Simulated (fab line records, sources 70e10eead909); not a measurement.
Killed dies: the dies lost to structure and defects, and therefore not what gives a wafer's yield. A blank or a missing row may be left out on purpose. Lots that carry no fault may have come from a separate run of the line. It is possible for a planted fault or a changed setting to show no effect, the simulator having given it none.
Which tool did it? :: flow nandHarc :: 12 lots, 36 wafers sampled, at 4 steps of a route of 1302

WHAT THE GAUGES READ, wafer by wafer
NHARC_A_M1_INSPECT_27.
lot: L076
measured: day 23 11:37
on: defectInspect-01
rawDefectCount: 583 613 528

lot: L078
measured: day 24 03:47
on: defectInspect-01
rawDefectCount: 553 552 421

lot: L079
measured: day 25 02:04
on: defectInspect-02
rawDefectCount: 604 595 529

lot: L082
measured: day 26 02:34
on: defectInspect-01
rawDefectCount: 730 718 636

lot: L083
measured: day 26 12:26
on: defectInspect-01
rawDefectCount: 641 583 505

lot: L085
measured: day 27 16:44
on: defectInspect-02
rawDefectCount: 387 416 430

lot: L087
measured: day 28 08:44
on: defectInspect-02
rawDefectCount: 720 780 446

lot: L088
measured: day 28 23:15
on: defectInspect-02
rawDefectCount: 533 694 836

lot: L090
measured: day 30 12:25
on: defectInspect-01
rawDefectCount: 415 497 400

lot: L093
measured: day 30 20:34
on: defectInspect-01
rawDefectCount: 703 676 593

lot: L096
measured: day 32 03:04
on: defectInspect-02
rawDefectCount: 531 475 495

lot: L097
measured: day 32 21:26
on: defectInspect-02
rawDefectCount: 620 541 448

WHICH TOOL RAN EACH LOT (tool, then ch and the chambers of the sampled wafers, then the start)
lot: L076
NHARC_A_BLC_PVD_32: pvdSputter-01, day 23 09:03 or earlier
NHARC_A_M1_DESCUM_14: rieDiel-03 ch 0,1,3, day 23 09:03
NHARC_A_M1_ETCH_15: rieDiel-03 ch 0,1, day 23 11:37 or earlier

lot: L078
NHARC_A_BLC_PVD_32: pvdSputter-03, day 24 01:14 or earlier
NHARC_A_M1_DESCUM_14: rieDiel-10 ch 0,2,3, day 24 01:14
NHARC_A_M1_ETCH_15: rieDiel-10 ch 1,2,3, day 24 03:47 or earlier

lot: L079
NHARC_A_BLC_PVD_32: pvdSputter-03, day 24 23:31 or earlier
NHARC_A_M1_DESCUM_14: rieDiel-12 ch 0,1, day 24 23:31
NHARC_A_M1_ETCH_15: rieDiel-12 ch 0,1,3, day 25 02:04 or earlier

lot: L082
NHARC_A_BLC_PVD_32: pvdSputter-01, day 25 23:58 or earlier
NHARC_A_M1_DESCUM_14: rieDiel-03 ch 0,2,3, day 25 23:58
NHARC_A_M1_ETCH_15: rieDiel-03 ch 0,2,3, day 26 02:34 or earlier

lot: L083
NHARC_A_BLC_PVD_32: pvdSputter-02, day 26 09:49 or earlier
NHARC_A_M1_DESCUM_14: rieDiel-10 ch 0,2,3, day 26 09:49
NHARC_A_M1_ETCH_15: rieDiel-10 ch 0,2,3, day 26 12:26 or earlier

lot: L085
NHARC_A_BLC_PVD_32: pvdSputter-01, day 27 14:07 or earlier
NHARC_A_M1_DESCUM_14: rieDiel-12 ch 2,3, day 27 14:07
NHARC_A_M1_ETCH_15: rieDiel-12 ch 1,2,3, day 27 16:44 or earlier

lot: L087
NHARC_A_BLC_PVD_32: pvdSputter-03, day 28 06:11 or earlier
NHARC_A_M1_DESCUM_14: rieDiel-03 ch 0,3, day 28 06:11
NHARC_A_M1_ETCH_15: rieDiel-03 ch 0,1, day 28 08:44 or earlier

lot: L088
NHARC_A_BLC_PVD_32: pvdSputter-02, day 28 20:41 or earlier
NHARC_A_M1_DESCUM_14: rieDiel-12 ch 0,2,3, day 28 20:41
NHARC_A_M1_ETCH_15: rieDiel-12 ch 1,2,3, day 28 23:15 or earlier

lot: L090
NHARC_A_BLC_PVD_32: pvdSputter-01, day 30 06:44 or earlier
NHARC_A_M1_DESCUM_14: rieDiel-10 ch 0,2,3, day 30 06:44
NHARC_A_M1_ETCH_15: rieDiel-10 ch 0,2,3, day 30 12:25 or earlier

lot: L093
NHARC_A_BLC_PVD_32: pvdSputter-02, day 30 17:59 or earlier
NHARC_A_M1_DESCUM_14: rieDiel-03 ch 1,2, day 30 17:59
NHARC_A_M1_ETCH_15: rieDiel-03 ch 1,2, day 30 20:34 or earlier

lot: L096
NHARC_A_BLC_PVD_32: pvdSputter-02, day 32 00:21 or earlier
NHARC_A_M1_DESCUM_14: rieDiel-12 ch 2,3, day 32 00:21
NHARC_A_M1_ETCH_15: rieDiel-12 ch 1,2, day 32 03:04 or earlier

lot: L097
NHARC_A_BLC_PVD_32: pvdSputter-01, day 32 18:49 or earlier
NHARC_A_M1_DESCUM_14: rieDiel-10 ch 0,2, day 32 18:49
NHARC_A_M1_ETCH_15: rieDiel-10 ch 0,1, day 32 21:26 or earlier
- NHARC_A_BLC_PVD_32: deposits Ti, target thk 5 nm, time 17.7 s.
- NHARC_A_M1_DESCUM_14: chemistry O2, time 3 s.
- NHARC_A_M1_ETCH_15: etches the open film in C4F8/Ar, target depth 182.5 nm, time 91.2 s.

THE ANSWER, worked out from the rows above alone
Rule: the lots themselves supply what counts as usual. Put in order of their means at a reading, lots are off if they are a third of the lots or fewer, leave a main group of 4 or more, and stand apart from it by a gap of 3 or more times the standard deviation of the main group's means; of several such gaps the widest counts. If all means in a main group match to the digits the tables above print for the reading, that group is not used. A lot without any number at a reading at which 4 lots or more have one is off too. Where the step has rows for the other lots, those lots are counted as sound.
None of the lots is off at any reading shown; this tells nothing.

WHAT THE SIMULATOR HAD PUT IN
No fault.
